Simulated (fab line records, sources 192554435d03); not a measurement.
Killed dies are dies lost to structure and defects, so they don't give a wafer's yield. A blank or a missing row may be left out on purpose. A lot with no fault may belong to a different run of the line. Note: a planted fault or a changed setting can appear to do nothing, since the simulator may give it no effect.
Which tool was responsible? :: flow n5-finfet :: 9 lots with 27 wafers sampled at 5 steps, on a route of 1938 steps

## WHAT THE GAUGES SHOWED, per wafer
N5_BEOL_M4_RC_MEAS_101. Usual: DIBL_N 36.3 mV/V, standard deviation 1.2; DIBL_P 36.1 mV/V, standard deviation 1.6; IOFF_N 0.161 nA/um, standard deviation 0.023; IOFF_P 0.209 nA/um, standard deviation 0.027; ION_N 676 uA/um, standard deviation 8.9; ION_P 462 uA/um, standard deviation 5.3; SS_N 71.5 mV/dec, standard deviation 0.51; SS_P 73.2 mV/dec, standard deviation 0.5; VT_N 249.1 mV, standard deviation 2.5; VT_P -249.9 mV, standard deviation 2.8.
lot: L422
measured: day 8 08:17
on: prober-01
DIBL_N (mV/V): 36.1 35.8 37.7
DIBL_P (mV/V): 35.6 36.2 38.1
IOFF_N (nA/um): 0.155 0.145 0.185
IOFF_P (nA/um): 0.203 0.211 0.249
ION_N (uA/um): 683 671 689
ION_P (uA/um): 462 461 471
SS_N (mV/dec): 71.5 70.9 71.6
SS_P (mV/dec): 72.9 72.7 73.9
VT_N (mV): 248.2 248.5 246.0
VT_P (mV): -249.9 -250.4 -247.5
flag: 

lot: L423
measured: day 8 12:03
on: prober-01
DIBL_N (mV/V): 36.8 37.7 36.8
DIBL_P (mV/V): 35.5 35.8 34.7
IOFF_N (nA/um): 0.161 0.174 0.162
IOFF_P (nA/um): 0.221 0.220 0.213
ION_N (uA/um): 675 674 664
ION_P (uA/um): 463 466 460
SS_N (mV/dec): 71.3 71.2 71.5
SS_P (mV/dec): 73.0 73.1 73.5
VT_N (mV): 250.1 250.3 248.5
VT_P (mV): -248.8 -249.0 -247.3
flag: 

lot: L424
measured: day 8 14:11
on: prober-02
DIBL_N (mV/V): 35.7 34.9 34.4
DIBL_P (mV/V): 34.7 33.4 33.8
IOFF_N (nA/um): 0.146 0.125 0.125
IOFF_P (nA/um): 0.190 0.172 0.180
ION_N (uA/um): 672 666 667
ION_P (uA/um): 463 457 464
SS_N (mV/dec): 71.5 70.9 71.1
SS_P (mV/dec): 72.8 72.9 72.9
VT_N (mV): 252.3 252.6 252.0
VT_P (mV): -249.1 -253.1 -251.7
flag: 

lot: L425
measured: day 8 17:25
on: prober-02
DIBL_N (mV/V): 35.5 34.8 36.0
DIBL_P (mV/V): 34.7 33.8 35.1
IOFF_N (nA/um): 0.126 0.121 0.137
IOFF_P (nA/um): 0.169 0.164 0.182
ION_N (uA/um): 658 664 672
ION_P (uA/um): 450 457 459
SS_N (mV/dec): 70.6 69.9 70.4
SS_P (mV/dec): 72.4 72.7 72.3
VT_N (mV): 250.9 252.8 252.8
VT_P (mV): -255.3 -255.6 -254.5
flag: 

lot: L427
measured: day 9 12:39
on: prober-02
DIBL_N (mV/V): 36.5 37.4 37.1
DIBL_P (mV/V): 35.8 37.8 37.4
IOFF_N (nA/um): 0.158 0.188 0.198
IOFF_P (nA/um): 0.203 0.239 0.240
ION_N (uA/um): 669 675 683
ION_P (uA/um): 459 459 466
SS_N (mV/dec): 71.6 71.5 71.6
SS_P (mV/dec): 73.5 73.4 74.4
VT_N (mV): 249.0 248.5 248.4
VT_P (mV): -249.5 -247.8 -247.9
flag: 

lot: L429
measured: day 9 14:19
on: prober-02
DIBL_N (mV/V): 36.9 37.7 36.9
DIBL_P (mV/V): 34.3 35.4 34.6
IOFF_N (nA/um): 0.153 0.170 0.166
IOFF_P (nA/um): 0.203 0.221 0.202
ION_N (uA/um): 670 667 674
ION_P (uA/um): 467 462 459
SS_N (mV/dec): 71.5 71.7 71.5
SS_P (mV/dec): 73.2 72.8 72.8
VT_N (mV): 249.4 247.7 250.3
VT_P (mV): -248.5 -248.0 -252.3
flag: 

lot: L431
measured: day 10 10:37
on: prober-01
DIBL_N (mV/V): 36.6 36.2
DIBL_P (mV/V): 37.1 36.4
IOFF_N (nA/um): 0.165 0.150
IOFF_P (nA/um): 0.209 0.196
ION_N (uA/um): 687 673
ION_P (uA/um): 465 457
SS_N (mV/dec): 71.4 70.7
SS_P (mV/dec): 73.7 73.0
VT_N (mV): 249.3 248.3
VT_P (mV): -247.0 -250.7
flag: 

lot: L433
measured: day 11 06:47
on: prober-02
DIBL_N (mV/V): 36.9 35.8 36.5
DIBL_P (mV/V): 36.3 35.2 35.7
IOFF_N (nA/um): 0.165 0.153 0.152
IOFF_P (nA/um): 0.255 0.231 0.236
ION_N (uA/um): 678 678 671
ION_P (uA/um): 471 470 467
SS_N (mV/dec): 71.0 71.1 71.5
SS_P (mV/dec): 72.7 72.7 73.2
VT_N (mV): 247.4 244.7 248.8
VT_P (mV): -244.3 -244.4 -244.2
flag: 

lot: L440
measured: day 12 14:46
on: prober-01
DIBL_N (mV/V): 36.1 35.7 36.0
DIBL_P (mV/V): 35.0 34.4 35.0
IOFF_N (nA/um): 0.166 0.149 0.155
IOFF_P (nA/um): 0.211 0.200 0.201
ION_N (uA/um): 678 675 680
ION_P (uA/um): 459 460 468
SS_N (mV/dec): 71.1 71.5 71.2
SS_P (mV/dec): 72.2 72.8 72.9
VT_N (mV): 248.8 249.9 250.0
VT_P (mV): -248.8 -248.3 -248.5
flag: 

N5_PASSIVATION_CD_MEAS_10 targets a cd of 3000 nm. Usual: cd-nm reads 3000.8 nm (standard deviation 1.7).
lot: L422
measured: day 12 03:11
on: cd-sem-01
cd-nm (nm): 3003.2 3001.2 3002.8
flag: 

lot: L423
measured: day 12 07:14
on: cd-sem-03
cd-nm (nm): 3000.1 3001.9 3000.8
flag: 

lot: L424
measured: day 12 06:46
on: cd-sem-02
cd-nm (nm): 3000.4 3001.6 2998.8
flag: 

lot: L425
measured: day 12 06:40
on: cd-sem-01
cd-nm (nm): 2999.7 3000.9 3000.0
flag: 

lot: L427
measured: day 13 12:13
on: cd-sem-03
cd-nm (nm): 2999.2 2997.0 2999.5
flag: 

lot: L429
measured: day 13 12:03
on: cd-sem-03
cd-nm (nm): 3000.2 3002.4 3000.5
flag: 

lot: L431
measured: day 14 13:38
on: cd-sem-02
cd-nm (nm): 3000.0 2999.3
flag: 

lot: L433
measured: day 15 08:45
on: cd-sem-03
cd-nm (nm): 3001.7 3001.7 3001.6
flag: 

lot: L440
measured: day 16 16:01
on: cd-sem-02
cd-nm (nm): 3000.4 2999.9 2999.9
flag: 

## EACH LOT AND THE TOOL THAT RAN IT (in order: tool; ch and the chambers of the sampled wafers; start)
lot: L422
N5_SDB_ETCH_18: rie-diel-01 ch 1,3, day 4 04:00
N5_MIM_BOT_ETCH_ETCH_04: rie-diel-01 ch 0,1,2, day 12 00:31
N5_PASSIVATION_PECVD_55: pecvd-04 ch 1,2, day 12 01:28

lot: L423
N5_SDB_ETCH_18: rie-diel-05 ch 0,1,2, day 4 05:05
N5_MIM_BOT_ETCH_ETCH_04: rie-diel-05 ch 0,1,2, day 12 05:59
N5_PASSIVATION_PECVD_55: pecvd-01 ch 1,2, day 12 06:49

lot: L424
N5_SDB_ETCH_18: rie-diel-04 ch 0,1,2, day 4 11:41
N5_MIM_BOT_ETCH_ETCH_04: rie-diel-05 ch 0,1,3, day 12 05:17
N5_PASSIVATION_PECVD_55: pecvd-02 ch 0,2, day 12 06:19

lot: L425
N5_SDB_ETCH_18: rie-diel-04 ch 2,3, day 4 17:10
N5_MIM_BOT_ETCH_ETCH_04: rie-diel-01 ch 0,1,3, day 12 05:07
N5_PASSIVATION_PECVD_55: pecvd-01 ch 1,2, day 12 05:58

lot: L427
N5_SDB_ETCH_18: rie-diel-04 ch 2,3, day 5 10:01
N5_MIM_BOT_ETCH_ETCH_04: rie-diel-01 ch 1,2,3, day 13 10:07
N5_PASSIVATION_PECVD_55: pecvd-04 ch 0,2, day 13 10:56

lot: L429
N5_SDB_ETCH_18: rie-diel-04 ch 0,3, day 5 20:40
N5_MIM_BOT_ETCH_ETCH_04: rie-diel-05 ch 0,1,2, day 13 08:02
N5_PASSIVATION_PECVD_55: pecvd-02 ch 0,2, day 13 08:55

lot: L431
N5_SDB_ETCH_18: rie-diel-04 ch 0,2,3, day 6 08:26
N5_MIM_BOT_ETCH_ETCH_04: rie-diel-04 ch 1,2, day 14 11:23
N5_PASSIVATION_PECVD_55: pecvd-04 ch 1,2, day 14 12:12

lot: L433
N5_SDB_ETCH_18: rie-diel-05 ch 1,2,3, day 6 19:43
N5_MIM_BOT_ETCH_ETCH_04: rie-diel-01 ch 0,1,3, day 15 05:19
N5_PASSIVATION_PECVD_55: pecvd-01 ch 0,1,2, day 15 06:31

lot: L440
N5_SDB_ETCH_18: rie-diel-05 ch 2,3, day 8 13:04
N5_MIM_BOT_ETCH_ETCH_04: rie-diel-04 ch 0,2,3, day 16 14:17
N5_PASSIVATION_PECVD_55: pecvd-02 ch 0,1, day 16 15:19
- N5_SDB_ETCH_18: etches SOC in N2/H2, target depth 100 nm, overetch 20 nm, time 150 s.
- N5_MIM_BOT_ETCH_ETCH_04: etches SiNx in CF4/O2, target depth 26 nm, time 13 s.
- N5_PASSIVATION_PECVD_55: deposits SiO2 from SiH4/N2O, target thk 400 nm, time 22.5 s.

## AS READ BY THE TOOLS THEMSELVES (means over the sampled wafers that have a number; for cases with no such wafer, the mark the record gives instead)
N5_SDB_ETCH_18. Usual: drypump-motor-current-A 6.0 A, standard deviation 0.47; h2-flow-sccm 199.9 sccm, standard deviation 0.61; oes-product-au 0.69 a.u., standard deviation 0.063; rf-vpp-V 524.4 V, standard deviation 2.4; showerhead-plenum-p-Torr 2.56 Torr, standard deviation 0.079; throttle-valve-pct 17.74 %, standard deviation 0.2.
lot: L422
tool: rie-diel-01
drypump-motor-current-A (A): 6.1
h2-flow-sccm (sccm): 200.1
oes-product-au (a.u.): 0.76
rf-vpp-V (V): 523.1
showerhead-plenum-p-Torr (Torr): 2.53
throttle-valve-pct (%): 18.04
flag: 

lot: L423
tool: rie-diel-05
drypump-motor-current-A (A): 6.2
h2-flow-sccm (sccm): 199.4
oes-product-au (a.u.): 0.72
rf-vpp-V (V): 524.3
showerhead-plenum-p-Torr (Torr): 2.55
throttle-valve-pct (%): 17.64
flag: 

lot: L424
tool: rie-diel-04
drypump-motor-current-A (A): 6.0
h2-flow-sccm (sccm): 199.7
oes-product-au (a.u.): 0.68
rf-vpp-V (V): 522.9
showerhead-plenum-p-Torr (Torr): 2.54
throttle-valve-pct (%): 17.74
flag: 

lot: L425
tool: rie-diel-04
drypump-motor-current-A (A): 5.7
h2-flow-sccm (sccm): 200.5
oes-product-au (a.u.): 0.64
rf-vpp-V (V): 526.0
showerhead-plenum-p-Torr (Torr): 2.63
throttle-valve-pct (%): 17.57
flag: 

lot: L427
tool: rie-diel-04
drypump-motor-current-A (A): 5.7
h2-flow-sccm (sccm): 200.0
oes-product-au (a.u.): 0.65
rf-vpp-V (V): 526.8
showerhead-plenum-p-Torr (Torr): 2.63
throttle-valve-pct (%): 17.55
flag: 

lot: L429
tool: rie-diel-04
drypump-motor-current-A (A): 6.3
h2-flow-sccm (sccm): 199.2
oes-product-au (a.u.): 0.65
rf-vpp-V (V): 522.5
showerhead-plenum-p-Torr (Torr): 2.49
throttle-valve-pct (%): 17.58
flag: 

lot: L431
tool: rie-diel-04
drypump-motor-current-A (A): 6.0
h2-flow-sccm (sccm): 199.7
oes-product-au (a.u.): 0.63
rf-vpp-V (V): 524.5
showerhead-plenum-p-Torr (Torr): 2.56
throttle-valve-pct (%): 17.59
flag: 

lot: L433
tool: rie-diel-05
drypump-motor-current-A (A): 6.1
h2-flow-sccm (sccm): 200.1
oes-product-au (a.u.): 0.68
rf-vpp-V (V): 526.7
showerhead-plenum-p-Torr (Torr): 2.61
throttle-valve-pct (%): 17.79
flag: 

lot: L440
tool: rie-diel-05
drypump-motor-current-A (A): 6.3
h2-flow-sccm (sccm): 199.7
oes-product-au (a.u.): 0.70
rf-vpp-V (V): 525.4
showerhead-plenum-p-Torr (Torr): 2.59
throttle-valve-pct (%): 17.78
flag: 

N5_MIM_BOT_ETCH_ETCH_04. Usual: O2_flow_sccm 10.000 sccm, standard deviation 0.028; drypump-motor-current-A 5.9 A, standard deviation 0.52; oes_ar_750_au 0.80 a.u., standard deviation 0.074; oes_f_703_au 0.80 a.u., standard deviation 0.074; oes-product-au 0.80 a.u., standard deviation 0.078; rf-vpp-V 241.1 V, standard deviation 2; showerhead-plenum-p-Torr 2.22 Torr, standard deviation 0.064; throttle-valve-pct 15.99 %, standard deviation 0.29.
lot: L422
tool: rie-diel-01
O2_flow_sccm (sccm): 9.988
drypump-motor-current-A (A): 6.2
oes_ar_750_au (a.u.): 0.79
oes_f_703_au (a.u.): 0.79
oes-product-au (a.u.): 0.78
rf-vpp-V (V): 241.7
showerhead-plenum-p-Torr (Torr): 2.22
throttle-valve-pct (%): 16.23
flag: 

lot: L423
tool: rie-diel-05
O2_flow_sccm (sccm): 10.003
drypump-motor-current-A (A): 6.1
oes_ar_750_au (a.u.): 0.80
oes_f_703_au (a.u.): 0.80
oes-product-au (a.u.): 0.80
rf-vpp-V (V): 241.5
showerhead-plenum-p-Torr (Torr): 2.19
throttle-valve-pct (%): 15.91
flag: 

lot: L424
tool: rie-diel-05
O2_flow_sccm (sccm): 9.988
drypump-motor-current-A (A): 5.8
oes_ar_750_au (a.u.): 0.81
oes_f_703_au (a.u.): 0.80
oes-product-au (a.u.): 0.81
rf-vpp-V (V): 242.3
showerhead-plenum-p-Torr (Torr): 2.22
throttle-valve-pct (%): 15.93
flag: 

lot: L425
tool: rie-diel-01
O2_flow_sccm (sccm): 9.999
drypump-motor-current-A (A): 5.7
oes_ar_750_au (a.u.): 0.79
oes_f_703_au (a.u.): 0.79
oes-product-au (a.u.): 0.78
rf-vpp-V (V): 239.8
showerhead-plenum-p-Torr (Torr): 2.18
throttle-valve-pct (%): 16.24
flag: 

lot: L427
tool: rie-diel-01
O2_flow_sccm (sccm): 9.992
drypump-motor-current-A (A): 6.1
oes_ar_750_au (a.u.): 0.84
oes_f_703_au (a.u.): 0.84
oes-product-au (a.u.): 0.83
rf-vpp-V (V): 241.4
showerhead-plenum-p-Torr (Torr): 2.25
throttle-valve-pct (%): 16.03
flag: 

lot: L429
tool: rie-diel-05
O2_flow_sccm (sccm): 9.991
drypump-motor-current-A (A): 6.2
oes_ar_750_au (a.u.): 0.79
oes_f_703_au (a.u.): 0.79
oes-product-au (a.u.): 0.80
rf-vpp-V (V): 242.7
showerhead-plenum-p-Torr (Torr): 2.19
throttle-valve-pct (%): 15.91
flag: 

lot: L431
tool: rie-diel-04
O2_flow_sccm (sccm): 9.971
drypump-motor-current-A (A): 5.8
oes_ar_750_au (a.u.): 0.78
oes_f_703_au (a.u.): 0.79
oes-product-au (a.u.): 0.78
rf-vpp-V (V): 239.2
showerhead-plenum-p-Torr (Torr): 2.21
throttle-valve-pct (%): 15.95
flag: 

lot: L433
tool: rie-diel-01
O2_flow_sccm (sccm): 9.961
drypump-motor-current-A (A): 5.7
oes_ar_750_au (a.u.): 0.85
oes_f_703_au (a.u.): 0.85
oes-product-au (a.u.): 0.86
rf-vpp-V (V): 241.9
showerhead-plenum-p-Torr (Torr): 2.26
throttle-valve-pct (%): 16.13
flag: 

lot: L440
tool: rie-diel-04
O2_flow_sccm (sccm): 10.007
drypump-motor-current-A (A): 6.0
oes_ar_750_au (a.u.): 0.86
oes_f_703_au (a.u.): 0.86
oes-product-au (a.u.): 0.87
rf-vpp-V (V): 241.3
showerhead-plenum-p-Torr (Torr): 2.27
throttle-valve-pct (%): 15.53
flag: 

N5_PASSIVATION_PECVD_55. Usual: heater-power-w 690 W, standard deviation 91; showerhead-plenum-p-Torr 8.17 Torr, standard deviation 0.13; showerhead-vpp-V 1502 V, standard deviation 62; throttle-valve-pct 52 %, standard deviation 3.
lot: L422
tool: pecvd-04
heater-power-w (W): 778
showerhead-plenum-p-Torr (Torr): 8.12
showerhead-vpp-V (V): 1456
throttle-valve-pct (%): 51
flag: 

lot: L423
tool: pecvd-01
heater-power-w (W): 614
showerhead-plenum-p-Torr (Torr): 7.99
showerhead-vpp-V (V): 1594
throttle-valve-pct (%): 48
flag: 

lot: L424
tool: pecvd-02
heater-power-w (W): 632
showerhead-plenum-p-Torr (Torr): 8.24
showerhead-vpp-V (V): 1501
throttle-valve-pct (%): 52
flag: 

lot: L425
tool: pecvd-01
heater-power-w (W): 658
showerhead-plenum-p-Torr (Torr): 7.98
showerhead-vpp-V (V): 1560
throttle-valve-pct (%): 48
flag: 

lot: L427
tool: pecvd-04
heater-power-w (W): 676
showerhead-plenum-p-Torr (Torr): 8.23
showerhead-vpp-V (V): 1468
throttle-valve-pct (%): 53
flag: 

lot: L429
tool: pecvd-02
heater-power-w (W): 650
showerhead-plenum-p-Torr (Torr): 8.26
showerhead-vpp-V (V): 1502
throttle-valve-pct (%): 56
flag: 

lot: L431
tool: pecvd-04
heater-power-w (W): 766
showerhead-plenum-p-Torr (Torr): 8.16
showerhead-vpp-V (V): 1446
throttle-valve-pct (%): 52
flag: 

lot: L433
tool: pecvd-01
heater-power-w (W): 658
showerhead-plenum-p-Torr (Torr): 8.12
showerhead-vpp-V (V): 1528
throttle-valve-pct (%): 50
flag: 

lot: L440
tool: pecvd-02
heater-power-w (W): 548
showerhead-plenum-p-Torr (Torr): 8.24
showerhead-vpp-V (V): 1532
throttle-valve-pct (%): 57
flag: 

## THE ANSWER, worked out from the rows above alone
Rule: lot off if the mean of its wafers having a number is beyond 3 standard deviations from the usual mean. A lot without any number at a reading at which 4 lots or more have one is off too. All remaining lots with rows at the step are treated as sound. The gauges are gone through in route order, then the tools' own readings, and for those a lot's mean is taken as printed above. The first step at which some lot is off is used, and at that step the reading that is off furthest; a lot without a number counts as furthest.
No lot is off on any of the readings shown, so nothing can be concluded from this.

## WHAT THE SIMULATOR HAD INSERTED
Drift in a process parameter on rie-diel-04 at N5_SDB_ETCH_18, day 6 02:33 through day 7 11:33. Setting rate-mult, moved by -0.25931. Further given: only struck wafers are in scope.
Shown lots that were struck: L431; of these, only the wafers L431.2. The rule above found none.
